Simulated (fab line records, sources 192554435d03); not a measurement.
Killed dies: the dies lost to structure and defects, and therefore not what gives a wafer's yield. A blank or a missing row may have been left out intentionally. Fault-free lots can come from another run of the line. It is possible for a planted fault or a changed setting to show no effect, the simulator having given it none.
Problem report, 8D (eight disciplines) form, completed by code :: flow n5 finfet :: the parts of the form that need people (team, actions taken, sign-off) are left out

== 1. WHAT IS WRONG ==
raw defect count at N5_BEOL_M10_INSPECT_30 reads a mean of 1187 on 1 wafer of 1 lot; wafers without a fault read 386 with a standard deviation of 89. Relative to the usual mean, that is a shift of +9.0 standard deviations.
The step: inspects for defects (brightfield).
Seen first at day 13 00:12 on defect inspect-01, wafer L968.3. The record has a number at this step for 27 wafers belonging to 10 lots. Rule for "out", or "out of limits": more than 4 standard deviations from the usual mean. The rest of the wafers with a number are treated as sound.

== 2. WHAT IT IS, WHAT IT ISN'T ==
question: which readings at this step
is: raw defect count
is not: -

question: which lots
is: L968
is not: L959, L961, L962, L973, L974, L976, L977, L979, L980

question: which wafers of those lots
is: L968.3
is not: L968.1, L968.6

question: read on which gauges
is: defect inspect-01
is not: defect inspect-02

question: when
is: from day 13 00:12
is not: up to then (10 sound wafers); but 16 sound wafers of L973, L974, L976, L977, L979, L980 came after

== 3. SUSPECTS, AND WHAT RULES EACH OUT ==
Counting: if a tool at a process step up to the reading ran every lot that is out, it stays a suspect. Sound lots after the first of them don't rule it out here, since some wafers of a struck lot are sound.
- ruled out: the gauge at N5_BEOL_M10_INSPECT_30. All the wafers that are out were read on defect inspect-01, but those of them that N5_PASSIVATION_PROBE_49 has rows for are out there too, on other tools.
- cmp-03 at N5_BEOL_M9_CMP_52 (polishes, stops on SiCOH lowk, t overpolish 7 s, target thk 140 nm): kept. It processed L968, the lot that is out, at day 12 17:20, and its most recent sound lot before then was L962 at day 11 14:34.
- rie diel-02 at N5_BEOL_M10_DESCUM_16 (chemistry O2, time 7.9 s): kept. It processed L968, the lot that is out, at day 12 19:38, and its most recent sound lot before then was L962 at day 11 16:55.
- rie diel-02 at N5_BEOL_M10_ETCH_62 (etches SOC in N2/H2, target depth 110 nm, overetch 22 nm, time 165 s): kept. It processed L968, the lot that is out, at day 12 19:43, and its most recent sound lot before then was L962 at day 11 17:01.
- cmp-03, N5_BEOL_M9_CMP_52: wafers that are out in chamber 0, sound lot-mates in chambers 2, 3.
- rie diel-02, N5_BEOL_M10_DESCUM_16: wafers that are out in chamber 3, sound lot-mates in chambers 0, 1.
- rie diel-02, N5_BEOL_M10_ETCH_62: wafers that are out in chamber 3, sound lot-mates in chambers 0, 1.
The count leaves cmp-03 at N5_BEOL_M9_CMP_52, rie diel-02 at N5_BEOL_M10_DESCUM_16, and rie diel-02 at N5_BEOL_M10_ETCH_62.

== 4. THE CAUSE (what the simulator had put in) ==
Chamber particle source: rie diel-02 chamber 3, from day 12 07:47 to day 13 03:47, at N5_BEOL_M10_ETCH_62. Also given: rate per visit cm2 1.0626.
Of the 3 suspects that counting leaves, this tool is one.

== 5. THE CHAIN OF EFFECTS, in route order ==
Rows list readings where the struck wafers' mean (over those with a number) sits beyond 3 standard deviations from the usual. Scope: only readings with a usual standard deviation given in the record; hours: median across lots of the time from each lot's start at the first step in this table that gives one to its start at this step; sigmas: change in usual standard deviations.
hours: 0
step: N5_BEOL_M10_INSPECT_30
reading: raw defect count
usual: 386
on struck wafers: 1187
change: +801
sigmas: +9.0

hours: 56
step: N5_PASSIVATION_PROBE_49
reading: defect limited yield
usual: 91.2 %
on struck wafers: 83.1
change: -8.1
sigmas: -5.4

hours: 56
step: N5_PASSIVATION_PROBE_49
reading: killed_at_M4_up
usual: 13
on struck wafers: 108
change: +95
sigmas: +16

hours: 56
step: N5_PASSIVATION_PROBE_49
reading: killed dies
usual: 104
on struck wafers: 200
change: +96
sigmas: +5.6

hours: 56
step: N5_PASSIVATION_PROBE_49
reading: killed on rim
usual: 14
on struck wafers: 32
change: +18
sigmas: +5.0

hours: 56
step: N5_PASSIVATION_PROBE_49
reading: sort_bin_5_function
usual: 5.1 %
on struck wafers: 10.7
change: +5.6
sigmas: +6.2

hours: 56
step: N5_PASSIVATION_PROBE_49
reading: sort n pass
usual: 1076
on struck wafers: 980
change: -96
sigmas: -5.6

hours: 56
step: N5_PASSIVATION_PROBE_49
reading: sort yield pct
usual: 91.2 %
on struck wafers: 83.1
change: -8.1
sigmas: -5.4
The process steps in it:
- N5_PASSIVATION_PROBE_49

== 6. HOW IT WOULD HAVE BEEN CAUGHT EARLIER ==
Counted from the fault's start at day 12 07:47, it took 16 hours until the first out-of-limits reading at a measuring or inspecting step in this record, taken at day 13 00:12.
Of the tool readings at N5_BEOL_M10_ETCH_62 for which the record gives a usual standard deviation, none was out on any struck wafer, so an alarm limit of 4 standard deviations on them would not have fired.
By day 13 00:12 the whole set of lots that are out, 1 in number, had already begun N5_BEOL_M10_ETCH_62 on rie diel-02. Holding the tool at that point would not have protected any of them.
